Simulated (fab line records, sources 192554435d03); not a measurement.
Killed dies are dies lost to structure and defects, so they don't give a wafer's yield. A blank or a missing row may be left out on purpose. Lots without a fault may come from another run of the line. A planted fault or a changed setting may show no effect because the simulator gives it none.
Which tool did it? | flow n5_finfet | 10 lots, 30 wafers sampled, at 1 step of a route of 1938

WHAT THE GAUGES READ, wafer by wafer
N5_BEOL_M12_INSPECT_12: inspects for defects (macro). Usual: raw_defect_count 2.0, standard deviation 1.5.
lot  | measured     | on                | raw_defect_count | flag
L381 | day 10 07:01 | defect_inspect-02 | 2 1 2            |
L383 | day 10 21:12 | defect_inspect-02 | 0 2 0            |
L384 | day 11 03:46 | defect_inspect-01 | 3 1 2            |
L385 | day 11 06:06 | defect_inspect-01 | 0 2 4            |
L387 | day 11 22:47 | defect_inspect-01 | 3 2 2            |
L394 | day 13 20:06 | defect_inspect-02 | 2 4 1            |
L397 | day 15 02:21 | defect_inspect-01 | 0 2 1            |
L401 | day 16 04:11 | defect_inspect-01 | 0 2 1            |
L402 | day 16 14:18 | defect_inspect-02 | 1 3 0            |
L403 | day 16 22:22 | defect_inspect-02 | 1 4 5            |

WHICH TOOL RAN EACH LOT (tool, then ch and the chambers of the sampled wafers, then the start)
The record holds no process step before these readings.

WHAT THE TOOLS THEMSELVES READ (means of the sampled wafers that have a number; where no wafer has one, the mark that the record gives instead)
The record holds no such reading with a usual standard deviation.

THE ANSWER, worked out from the rows above alone
Rule: a lot is off if the mean of its wafers that have a number lies more than 3 standard deviations from the usual mean. A lot without any number at a reading at which 4 lots or more have one is off too. The other lots that the step has rows for count as sound. The gauges are gone through in route order, then the tools' own readings, and for those a lot's mean is taken as printed above. The first step at which some lot is off is used, and at that step the reading that is off furthest; a lot without a number counts as furthest.
No lot is off at any reading shown: from this, nothing can be told.

WHAT THE SIMULATOR HAD PUT IN
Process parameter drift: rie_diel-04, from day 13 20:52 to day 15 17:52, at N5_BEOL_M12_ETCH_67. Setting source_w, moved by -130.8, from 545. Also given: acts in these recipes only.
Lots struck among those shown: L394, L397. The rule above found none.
